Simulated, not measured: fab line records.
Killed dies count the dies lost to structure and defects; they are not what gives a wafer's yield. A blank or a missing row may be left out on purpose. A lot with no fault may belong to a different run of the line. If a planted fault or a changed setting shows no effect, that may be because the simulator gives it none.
fab line records    flow nand-harc    part 2 of 2: steps 5 to 6 of 6
record lots=23  wafers=69  last-day=33
route steps=1302 shown A_STAIRCASE@749 A_SGD_CUT@902
lots untouched by any fault: they come from a run of this same line in which no faults occurred
start-h: the number of hours between the record's first day and the start of the first shown wafer of the lot    wait-h: how many hours have passed since the lot's step before this one    " identical to the entry in the row above    L1.1+2: a row that stands for several wafers    - value missing, or start not given    * or withheld: withheld    < > ~ a bound
route shown NAME@n: a module of which the file shows steps, and the number in the route of the first    usual: mean/standard deviation taken from wafers without a fault    same: alike in all rows    chamber/n: place in a boat    sites: per-site readings    _std_site: the values' standard deviation    _edge_site: outer sites' mean less inner sites'    radius-mm: how far each site lies from the wafer's centre    mask NAME#n: copy n    behind: the most recent tool/chamber to have shaped the wafer    hold: what put the lot on hold/how long, in hours/how the hold closed    device: which transistor (n, p or np) failed to switch    end of line: the tests these same wafers got at the end of their route    step lacking rows: just its recipe    killed: the dies lost at the first sort to structure and to defects; this is not the yield of the wafer    map: a wafer's dies, x killed, . not, _ none there
set.NAME: the setting the step ran with; set.NAME@STEP: the setting that earlier step ran with    model.NAME: the simulator's own value behind a step, which no gauge read
a sample of lots followed through the steps of the route, with each step as a table and each wafer as a row
services: the hour from which a tool's chamber was out of use, counted from the record's first day as start-h (under 0 if before that day), plus the number of hours and why
## steps
# step NHARC_A_STAIRCASE_ETCHBACK_422
# recipe target-depth-a=400  over-etch-frac=0.3  time-s=74.286  ion-energy-ev=120  ch3f-flow-sccm=50  o2-flow-sccm=30  ar-flow-sccm=200  rf-w=500  bias-w=100  chemistry=CH3F/O2
# usual bias-w=99.99/0.28  drypump-motor-current-A=5.6/0.32  oes-product-au=0.95/0.035  rf-vpp-V=244.5/1.5  showerhead-plenum-p-Torr=2.47/0.093  throttle-valve-pct=20.662/0.0084
lot.wafer  tool         chamber  start-h  wait-h  bias-w  drypump-motor-current-A  oes-product-au  rf-hours-counter-h  rf-vpp-V  showerhead-plenum-p-Torr  throttle-valve-pct
L074.3     rie-diel-04  1        431.62   0.1     99.00   4.8                      1.01            20                  243.2     2.34                      20.671
L074.4     "            3        "        "       100.09  5.3                      1.00            21                  245.0     2.53                      20.648
L074.6     "            1        "        "       99.77   4.8                      1.01            -                   243.6     2.34                      20.664
L075.3     rie-diel-07  0        444.36   0.1     100.35  5.7                      0.98            48                  245.2     2.55                      20.661
L075.4     "            1        "        "       100.41  5.5                      0.99            43                  243.2     2.41                      20.658
L075.5     "            3        "        "       99.55   6.0                      0.97            -                   244.6     2.50                      20.666
L076.4     rie-diel-04  1        444.82   0.1     100.19  4.8                      0.93            23                  242.3     2.34                      20.664
L076.6     "            1        "        "       99.91   4.8                      0.94            -                   243.1     2.34                      20.644
L076.5     "            2        "        "       100.20  5.8                      0.93            -                   245.0     2.61                      20.669
L077.2     rie-diel-08  1        454.99   0.1     99.83   6.0                      0.93            24                  246.8     2.65                      20.654
L077.4     "            2        "        "       99.69   5.4                      0.94            23                  244.7     2.35                      20.661
L077.1     "            3        "        "       99.98   5.7                      0.92            26                  244.3     2.40                      20.657
L078.2     rie-diel-04  0        469.38   0.1     99.89   5.8                      0.92            31                  244.6     2.45                      20.674
L078.4     "            1        "        "       99.72   4.8                      0.92            31                  242.5     2.34                      20.655
L078.6     "            1        "        "       100.30  4.8                      0.92            -                   243.5     2.34                      20.654
L080.1     rie-diel-08  2        481.37   0.1     100.10  5.4                      0.93            35                  241.7     2.35                      20.671
L080.4     "            0        "        "       99.87   5.3                      0.93            34                  245.3     2.60                      20.660
L080.5     "            2        "        "       100.10  5.4                      0.92            -                   244.9     2.35                      20.646
L079.1     rie-diel-04  0        481.55   0.1     99.79   5.8                      0.90            36                  244.4     2.45                      20.654
L079.3     "            1        "        "       100.24  4.8                      0.94            36                  241.9     2.34                      20.657
L079.5     "            0        "        "       99.91   5.8                      0.92            -                   243.3     2.45                      20.662
L081.1     rie-diel-07  0        499.42   0.1     100.18  5.8                      1.00            7                   244.2     2.55                      20.663
L081.2     "            1        "        "       100.58  5.5                      0.99            9                   243.3     2.40                      20.664
L081.4     "            2        "        "       100.05  5.6                      1.00            8                   245.5     2.43                      20.650
L083.1     rie-diel-07  3        526.43   0.1     100.30  6.0                      1.00            15                  244.6     2.49                      20.675
L083.4     "            1        "        "       99.82   5.5                      0.97            18                  244.1     2.40                      20.666
L083.6     "            0        "        "       99.82   5.8                      1.00            -                   245.5     2.54                      20.664
L084.1     rie-diel-07  1        526.76   0.2     99.71   5.5                      1.00            18                  245.4     2.40                      20.640
L084.5     "            2        "        "       100.01  5.6                      1.00            -                   243.8     2.43                      20.678
L084.6     "            3        "        "       99.90   6.0                      1.00            -                   245.2     2.49                      20.662
L086.3     rie-diel-08  3        540.88   0.2     100.29  5.7                      0.96            59                  243.5     2.38                      20.656
L086.4     "            1        "        "       100.45  6.0                      0.94            53                  245.6     2.64                      20.660
L086.6     "            2        "        "       100.30  5.4                      0.96            -                   242.2     2.34                      20.660
L085.1     rie-diel-07  2        543.74   0.2     99.91   5.6                      0.92            22                  243.1     2.43                      20.665
L085.3     "            3        "        "       100.05  6.0                      0.91            21                  245.7     2.49                      20.654
L085.5     "            1        "        "       99.93   5.5                      0.91            -                   243.1     2.40                      20.655
L087.2     rie-diel-07  3        564.85   0.1     100.09  6.0                      0.92            28                  244.4     2.49                      20.672
L087.4     "            0        "        "       99.75   5.8                      0.92            33                  245.2     2.53                      20.649
L087.6     "            0        "        "       99.92   5.8                      0.92            -                   244.8     2.53                      20.655
L088.2     rie-diel-07  0        564.95   0.2     99.94   5.8                      0.98            33                  245.7     2.53                      20.658
L088.5     "            3        "        "       100.08  6.0                      0.97            -                   243.1     2.48                      20.651
L088.6     "            0        "        "       99.86   5.8                      0.98            -                   244.9     2.53                      20.661
L089.3     rie-diel-07  1        565.13   0.1     100.02  5.5                      0.92            33                  245.2     2.39                      20.656
L089.2     "            3        "        "       99.77   6.0                      0.92            28                  245.4     2.49                      20.673
L089.5     "            1        "        "       99.90   5.5                      0.91            -                   242.4     2.40                      20.665
L091.3     rie-diel-07  0        594.94   0.2     99.98   5.8                      0.92            42                  246.0     2.53                      20.666
L091.2     "            2        "        "       99.75   5.6                      0.92            35                  244.0     2.42                      20.648
L091.5     "            1        "        "       100.12  5.5                      0.92            -                   241.9     2.39                      20.657
L090.2     rie-diel-04  1        604.03   0.1     99.96   4.8                      1.00            22                  242.4     2.32                      20.665
L090.1     "            2        "        "       100.44  5.8                      0.99            19                  245.7     2.59                      20.656
L090.6     "            3        "        "       100.73  5.3                      0.99            -                   245.5     2.51                      20.655
L094.4     rie-diel-04  3        624.29   0.1     100.15  5.3                      0.94            23                  246.0     2.51                      20.655
L094.3     "            1        "        "       99.99   4.8                      0.93            31                  243.1     2.32                      20.648
L094.1     "            2        "        "       99.73   5.8                      0.93            28                  245.8     2.59                      20.666
L093.4     rie-diel-08  1        624.56   0.1     99.98   6.0                      0.93            23                  246.3     2.63                      20.656
L093.6     "            1        "        "       99.89   6.0                      0.92            -                   246.4     2.63                      20.660
L093.5     "            2        "        "       99.75   5.4                      0.93            -                   243.6     2.33                      20.665
L092.4     rie-diel-08  0        625.15   0.2     100.27  5.3                      1.01            22                  244.7     2.58                      20.669
L092.6     "            3        "        "       100.25  5.7                      1.02            -                   241.1     2.37                      20.660
L092.5     "            0        "        "       100.03  5.3                      1.01            -                   245.9     2.58                      20.673
L096.2     rie-diel-07  0        642.51   0.2     100.41  5.8                      0.92            59                  245.8     2.52                      20.656
L096.6     "            1        "        "       99.38   5.5                      0.91            -                   242.2     2.39                      20.659
L096.5     "            2        "        "       100.09  5.6                      0.92            -                   243.4     2.41                      20.670
L095.1     rie-diel-07  0        642.75   0.1     99.93   5.8                      1.00            59                  244.7     2.52                      20.669
L095.2     "            2        "        "       100.32  5.6                      1.00            52                  243.5     2.41                      20.668
L095.6     "            0        "        "       99.94   5.8                      0.99            -                   246.0     2.52                      20.656
L097.1     rie-diel-08  2        659.28   0.2     99.61   5.4                      0.93            35                  243.8     2.33                      20.657
L097.2     "            0        "        "       99.60   5.3                      0.92            30                  245.1     2.57                      20.660
L097.5     "            2        "        "       100.07  5.4                      0.93            -                   243.7     2.33                      20.680
# step NHARC_A_SGD_CUT_OVL_MEAS_10
# usual overlay-x-nm=-0.1/0.86  overlay-y-nm=0.0/0.91
lot.wafer  tool        chamber  start-h  wait-h  overlay-x-nm  overlay-y-nm
L074.3     overlay-01  -        433.76   -       -0.8          -0.1
L074.4     "           -        "        "       -1.1          0.5
L074.6     "           -        "        "       -0.6          0.5
L075.3     overlay-02  -        446.36   -       -1.2          -1.1
L075.4     "           -        "        "       -0.7          -0.8
L075.5     "           -        "        "       -0.9          -1.4
L076.4     overlay-01  -        446.97   -       -0.6          -0.2
L076.5     "           -        "        "       -0.6          0.2
L076.6     "           -        "        "       -0.8          -0.3
L077.1     overlay-02  -        457.15   -       0.7           0.4
L077.2     "           -        "        "       0.2           0.1
L077.4     "           -        "        "       -0.5          -0.1
L078.2     overlay-01  -        471.52   -       1.0           1.5
L078.4     "           -        "        "       1.0           1.5
L078.6     "           -        "        "       0.3           1.4
L080.1     overlay-02  -        483.48   -       -1.4          -0.3
L080.4     "           -        "        "       -1.4          0.1
L080.5     "           -        "        "       -1.2          -0.1
L079.1     overlay-02  -        483.75   -       -0.9          0.7
L079.3     "           -        "        "       -1.4          0.9
L079.5     "           -        "        "       -1.4          0.5
L081.1     overlay-02  -        501.55   -       -0.3          0.0
L081.2     "           -        "        "       -0.8          -0.6
L081.4     "           -        "        "       -0.9          -0.2
L083.1     overlay-01  -        528.43   -       -0.1          -1.5
L083.4     "           -        "        "       0.0           -1.4
L083.6     "           -        "        "       0.0           -0.7
L084.1     overlay-02  -        528.85   -       1.6           -0.4
L084.5     "           -        "        "       1.8           -0.5
L084.6     "           -        "        "       1.3           -0.4
L086.3     overlay-01  -        543.00   -       1.6           -1.4
L086.4     "           -        "        "       1.0           -1.5
L086.6     "           -        "        "       1.2           -2.0
L085.1     overlay-02  -        545.88   -       -0.5          1.5
L085.3     "           -        "        "       -0.4          0.9
L085.5     "           -        "        "       -0.7          1.1
L087.2     overlay-02  -        567.00   -       0.6           0.7
L087.4     "           -        "        "       1.0           2.0
L087.6     "           -        "        "       0.4           1.1
L088.2     overlay-01  -        567.07   -       -0.9          -0.4
L088.5     "           -        "        "       -1.3          -0.1
L088.6     "           -        "        "       -1.0          0.0
L089.2     overlay-02  -        567.30   -       1.1           -0.1
L089.3     "           -        "        "       0.2           0.2
L089.5     "           -        "        "       0.8           0.6
L091.2     overlay-01  -        597.07   -       -1.2          -0.3
L091.3     "           -        "        "       -0.2          -0.5
L091.5     "           -        "        "       -0.9          -0.6
L090.1     overlay-01  -        606.14   -       -1.3          0.3
L090.2     "           -        "        "       -1.0          0.4
L090.6     "           -        "        "       -1.3          0.5
L094.1     overlay-02  -        626.33   -       0.8           -0.5
L094.3     "           -        "        "       0.8           -0.5
L094.4     "           -        "        "       0.8           -0.1
L092.4     overlay-02  -        627.26   -       -0.1          1.5
L092.5     "           -        "        "       -0.7          1.1
L092.6     "           -        "        "       -0.5          1.5
L093.4     overlay-02  -        627.69   -       0.1           0.9
L093.5     "           -        "        "       -0.1          1.1
L093.6     "           -        "        "       0.0           0.3
L096.2     overlay-01  -        644.69   -       -0.4          -0.7
L096.5     "           -        "        "       -0.1          -1.2
L096.6     "           -        "        "       -0.6          -1.1
L095.1     overlay-01  -        644.89   -       0.5           -1.9
L095.2     "           -        "        "       0.8           -2.0
L095.6     "           -        "        "       0.4           -1.4
L097.1     overlay-02  -        661.40   -       0.6           0.3
L097.2     "           -        "        "       0.8           0.8
L097.5     "           -        "        "       0.6           0.4
## services
tool             chamber  start-h  hours  kind
plasma-asher-01  -        342.00   9.0    pm
rie-diel-04      2        346.75   6.7    repair
rie-diel-07      0        352.56   -      clean
rie-diel-07      1        352.56   -      clean
rie-diel-07      2        352.56   -      clean
rie-diel-07      3        352.56   -      clean
rie-diel-04      -        356.20   9.0    pm
rie-diel-08      -        367.91   9.0    pm
rie-diel-07      1        374.61   3.3    repair
rie-diel-07      0        380.79   -      clean
rie-diel-07      1        380.79   -      clean
rie-diel-07      2        380.79   -      clean
rie-diel-07      0        388.16   14.9   repair
rie-diel-08      2        409.45   4.7    repair
plasma-asher-02  -        426.29   9.0    pm
rie-diel-07      1        459.92   9.0    repair
plasma-asher-01  -        519.00   9.0    pm
plasma-asher-02  -        519.02   5.1    repair
rie-diel-04      -        533.20   9.0    pm
rie-diel-04      2        556.72   1.8    repair
rie-diel-08      0        589.91   4.2    repair
plasma-asher-02  -        603.29   9.0    pm
rie-diel-08      0        648.43   6.6    repair
rie-diel-07      -        648.62   9.0    pm
